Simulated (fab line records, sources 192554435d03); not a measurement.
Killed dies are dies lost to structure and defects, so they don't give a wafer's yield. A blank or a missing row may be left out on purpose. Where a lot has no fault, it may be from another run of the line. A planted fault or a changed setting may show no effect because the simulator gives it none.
Split-lot experiment :: flow n5Finfet :: route with 1938 steps; 7 lots, 21 wafers read

== THE SPLIT ==
At N5_WELL_APT_EXPOSE_05 (exposes mask NWELL, defocus 0 nm, target cd 200 nm), the setting doseMj was moved away from the recipe's 20.3 on 5 of the 21 wafers read, by -6.3% to +5.5%. All remaining wafers had this setting at the recipe value.

== FROM THE SPLIT TO THE READING: what the file shows between them, 3 steps ==
- N5_WELL_APT_PEB_06: peb time 90 s
- N5_WELL_APT_DEVELOP_07: develop time 45 s
- N5_WELL_APT_HARDBAKE_12: time 120 s

== THE READING ==
cdNm at N5_WELL_APT_CD_MEAS_08, given in nm (cd target 200 nm). A value of 199.5 nm with a standard deviation of 1.5 nm is what fault-free wafers of this fab line usually give.

wafer: L074.2
tool, chamber at the split: krfScanner-02, 0
doseMj as run: 21.42
against the recipe: +5.5%
cdNm, nm: 210.1
against lot-mates on the recipe: +7.9

wafer: L074.3
tool, chamber at the split: krfScanner-02, 0
doseMj as run: 21.42
against the recipe: +5.5%
cdNm, nm: 207.9
against lot-mates on the recipe: +5.7

wafer: L074.5
tool, chamber at the split: krfScanner-02, 0
doseMj as run: 20.3
against the recipe: recipe
cdNm, nm: 202.2
against lot-mates on the recipe: -

wafer: L078.3
tool, chamber at the split: krfScanner-02, 0
doseMj as run: 20.3
against the recipe: recipe
cdNm, nm: 198.0
against lot-mates on the recipe: -

wafer: L078.5
tool, chamber at the split: krfScanner-02, 0
doseMj as run: 20.3
against the recipe: recipe
cdNm, nm: 200.7
against lot-mates on the recipe: -

wafer: L078.6
tool, chamber at the split: krfScanner-02, 0
doseMj as run: 20.3
against the recipe: recipe
cdNm, nm: 197.8
against lot-mates on the recipe: -

wafer: L082.3
tool, chamber at the split: krfScanner-02, 0
doseMj as run: 19.44
against the recipe: -4.2%
cdNm, nm: 192.3
against lot-mates on the recipe: -5.6

wafer: L082.5
tool, chamber at the split: krfScanner-02, 0
doseMj as run: 20.3
against the recipe: recipe
cdNm, nm: 197.8
against lot-mates on the recipe: -

wafer: L082.6
tool, chamber at the split: krfScanner-02, 0
doseMj as run: 20.3
against the recipe: recipe
cdNm, nm: 197.9
against lot-mates on the recipe: -

wafer: L085.1
tool, chamber at the split: krfScanner-02, 0
doseMj as run: 20.3
against the recipe: recipe
cdNm, nm: 197.7
against lot-mates on the recipe: -

wafer: L085.2
tool, chamber at the split: krfScanner-02, 0
doseMj as run: 20.3
against the recipe: recipe
cdNm, nm: 197.2
against lot-mates on the recipe: -

wafer: L085.6
tool, chamber at the split: krfScanner-02, 0
doseMj as run: 20.3
against the recipe: recipe
cdNm, nm: 197.4
against lot-mates on the recipe: -

wafer: L090.2
tool, chamber at the split: krfScanner-01, 0
doseMj as run: 19.22
against the recipe: -5.3%
cdNm, nm: 190.9
against lot-mates on the recipe: -8.6

wafer: L090.4
tool, chamber at the split: krfScanner-01, 0
doseMj as run: 20.3
against the recipe: recipe
cdNm, nm: 198.0
against lot-mates on the recipe: -

wafer: L090.5
tool, chamber at the split: krfScanner-01, 0
doseMj as run: 20.3
against the recipe: recipe
cdNm, nm: 201.0
against lot-mates on the recipe: -

wafer: L091.2
tool, chamber at the split: krfScanner-02, 0
doseMj as run: 20.3
against the recipe: recipe
cdNm, nm: 201.6
against lot-mates on the recipe: -

wafer: L091.3
tool, chamber at the split: krfScanner-02, 0
doseMj as run: 19.03
against the recipe: -6.3%
cdNm, nm: 189.6
against lot-mates on the recipe: -10.2

wafer: L091.5
tool, chamber at the split: krfScanner-02, 0
doseMj as run: 20.3
against the recipe: recipe
cdNm, nm: 197.9
against lot-mates on the recipe: -

wafer: L094.3
tool, chamber at the split: krfScanner-01, 0
doseMj as run: 20.3
against the recipe: recipe
cdNm, nm: 198.7
against lot-mates on the recipe: -

wafer: L094.4
tool, chamber at the split: krfScanner-01, 0
doseMj as run: 20.3
against the recipe: recipe
cdNm, nm: 200.1
against lot-mates on the recipe: -

wafer: L094.5
tool, chamber at the split: krfScanner-01, 0
doseMj as run: 20.3
against the recipe: recipe
cdNm, nm: 198.0
against lot-mates on the recipe: -

FIT RESULTS
A straight line over all 21 wafers: cdNm changes by +1.65 nm for each +1% of doseMj; r = +0.95; the points scatter about the line by 1.6 nm.
The same after taking each lot's own level away (the mean of its wafers on the recipe; 21 wafers): +1.41 nm for each +1%; r = +0.96; scatter 1.2 nm.
According to that fit, moving doseMj by its largest amount changes the reading by 8.8 nm.
Measured against the standard deviation above, the lots' own levels, which go from 197.43 to 202.20 nm, span 3.2 times it.
Thus the slope moves with the lot-to-lot level: the two fits are different.
Check: -8.56 nm against its lot-mates is what the line predicts for one of the wafers moved furthest among these (-6.3%) when that wafer is left out of the fit. Against them it came out at -10.2 nm.

== FURTHER SPLITS ON THESE WAFERS ==
Before the reading, these wafers also passed through other splits. Each is held against what the fit with the lots' levels taken away leaves over:
other split on the same wafers: N5_WELL_APT_COAT_02 spinRpm
wafers away from the commonest value: 9
r with cdNm (lot level and that fit taken away): +0.16

== THE WHOLE CHAIN: every reading that the file lists as answering this split, in the file's order ==
step: N5_WELL_APT_CD_MEAS_08
what it does: target cd 200 nm
reading: cdNm
change (the file's fit): +1.47 nm for each +1% of the setting
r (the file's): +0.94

step: N5_WELL_APT_DESCUM_13
what it does: chemistry O2, time 7.9 s
reading: WELL_APT.cdNm (the simulator's own value, which no gauge read)
change (the file's fit): +1.49 nm for each +1% of the setting
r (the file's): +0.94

== FILE'S OWN FIT ==
cdNm changes by +1.47 nm for each +1% of doseMj, r = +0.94.
